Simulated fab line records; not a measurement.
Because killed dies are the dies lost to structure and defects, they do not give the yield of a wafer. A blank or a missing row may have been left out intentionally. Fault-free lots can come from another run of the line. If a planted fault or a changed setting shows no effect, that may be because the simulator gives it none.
Chamber matching / flow n5-finfet / rie-diel-04 running N5_FIN_SAQP_DESCUM_21: 4 sister chambers
The step chemistry O2, time 7.9 s. 4 wafers are shown with their chamber, then 9 later ones without.

WAFERS PAIRED WITH THEIR CHAMBERS
wafer=L089.6; chamber=3; drypump-motor-current-A (A)=5.1
wafer=L090.4; chamber=0; drypump-motor-current-A (A)=5.5
wafer=L090.5; chamber=2; drypump-motor-current-A (A)=5.1
wafer=L090.6; chamber=1; drypump-motor-current-A (A)=5.9

WAFERS MISSING THEIR CHAMBER
wafer=L093.1; drypump-motor-current-A (A)=5.1
wafer=L093.5; drypump-motor-current-A (A)=5.1
wafer=L093.6; drypump-motor-current-A (A)=5.8
wafer=L095.1; drypump-motor-current-A (A)=5.8
wafer=L095.3; drypump-motor-current-A (A)=5.0
wafer=L095.5; drypump-motor-current-A (A)=5.8
wafer=L097.2; drypump-motor-current-A (A)=5.8
wafer=L097.3; drypump-motor-current-A (A)=5.5
wafer=L097.4; drypump-motor-current-A (A)=5.1

EACH ONE'S CHAMBER
wafer=L093.1; from the rows above=can't be placed: 2 or 3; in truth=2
wafer=L093.5; from the rows above=can't be placed: 2 or 3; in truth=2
wafer=L093.6; from the rows above=1; in truth=1
wafer=L095.1; from the rows above=1; in truth=1
wafer=L095.3; from the rows above=can't be placed: 2 or 3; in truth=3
wafer=L095.5; from the rows above=1; in truth=1
wafer=L097.2; from the rows above=1; in truth=1
wafer=L097.3; from the rows above=0; in truth=0
wafer=L097.4; from the rows above=can't be placed: 2 or 3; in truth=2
5 of 9 placed correctly. From these rows, 4 cannot be placed; in 4 the true chamber is one of the candidates. Number placed wrongly: 0.
How it was worked out, from the rows above alone: a wafer's distance from a chamber is the root of the sum, over the readings, of the square of ((its reading less the chamber's mean) divided by the reading's scatter). If the next closest chamber is less than 2 further off than the closest, the wafer can't be placed; otherwise it belongs to the closest. The mean given for a chamber averages the wafers shown for that chamber. The scatter: with one shown wafer a chamber, the root of the mean of the squares of how far each hidden wafer lies from its nearest shown one.
